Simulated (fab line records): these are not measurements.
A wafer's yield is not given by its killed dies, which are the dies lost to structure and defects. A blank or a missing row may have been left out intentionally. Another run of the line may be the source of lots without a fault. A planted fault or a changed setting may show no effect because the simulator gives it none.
Chamber matching / flow n5_finfet / 4 sister chambers for N5_BEOL_M14_VIA_ETCH_16 on rie_diel-04
The step etches SiO2 in C4F8/O2/Ar, target depth 1231.3 nm. 7 wafers are shown with their chamber, then 9 later ones without.

## WAFERS, EACH WITH ITS CHAMBER
wafer=L076.1; chamber=2; rf_vpp_V (V)=2184; showerhead_plenum_p_Torr (Torr)=3.37
wafer=L080.5; chamber=0; rf_vpp_V (V)=2247; showerhead_plenum_p_Torr (Torr)=3.52
wafer=L081.4; chamber=3; rf_vpp_V (V)=2267; showerhead_plenum_p_Torr (Torr)=3.31
wafer=L081.5; chamber=1; rf_vpp_V (V)=2213; showerhead_plenum_p_Torr (Torr)=3.50
wafer=L088.1; chamber=0; rf_vpp_V (V)=2248; showerhead_plenum_p_Torr (Torr)=3.51
wafer=L088.4; chamber=1; rf_vpp_V (V)=2211; showerhead_plenum_p_Torr (Torr)=3.49
wafer=L088.5; chamber=3; rf_vpp_V (V)=2267; showerhead_plenum_p_Torr (Torr)=3.30

## WAFERS WHOSE CHAMBER IS MISSING
wafer=L091.1; rf_vpp_V (V)=2183; showerhead_plenum_p_Torr (Torr)=3.35
wafer=L091.4; rf_vpp_V (V)=2211; showerhead_plenum_p_Torr (Torr)=3.49
wafer=L091.5; rf_vpp_V (V)=2211; showerhead_plenum_p_Torr (Torr)=3.49
wafer=L093.1; rf_vpp_V (V)=2181; showerhead_plenum_p_Torr (Torr)=3.34
wafer=L093.4; rf_vpp_V (V)=2264; showerhead_plenum_p_Torr (Torr)=3.29
wafer=L093.6; rf_vpp_V (V)=2181; showerhead_plenum_p_Torr (Torr)=3.34
wafer=L095.3; rf_vpp_V (V)=2211; showerhead_plenum_p_Torr (Torr)=3.48
wafer=L095.5; rf_vpp_V (V)=2213; showerhead_plenum_p_Torr (Torr)=3.48
wafer=L095.6; rf_vpp_V (V)=2245; showerhead_plenum_p_Torr (Torr)=3.51

## THE CHAMBER EACH PASSED THROUGH
wafer=L091.1; from the rows above=2; in truth=2
wafer=L091.4; from the rows above=1; in truth=1
wafer=L091.5; from the rows above=1; in truth=1
wafer=L093.1; from the rows above=2; in truth=2
wafer=L093.4; from the rows above=3; in truth=3
wafer=L093.6; from the rows above=2; in truth=2
wafer=L095.3; from the rows above=1; in truth=1
wafer=L095.5; from the rows above=1; in truth=1
wafer=L095.6; from the rows above=0; in truth=0
Correct placement for 9 of the 9. Left unplaced by these rows: 0. 0 placed wrongly.
How it was worked out, from the rows above alone: a wafer's distance from a chamber is the root of the sum, over the readings, of the square of ((its reading less the chamber's mean) divided by the reading's scatter). If the next closest chamber is less than 2 further off than the closest, the wafer can't be placed; otherwise it belongs to the closest. The mean given for a chamber averages the wafers shown for that chamber. The scatter: take each reading less its chamber's mean, square it, sum over the shown wafers, divide by the number of wafers less the number of chambers, and take the root.
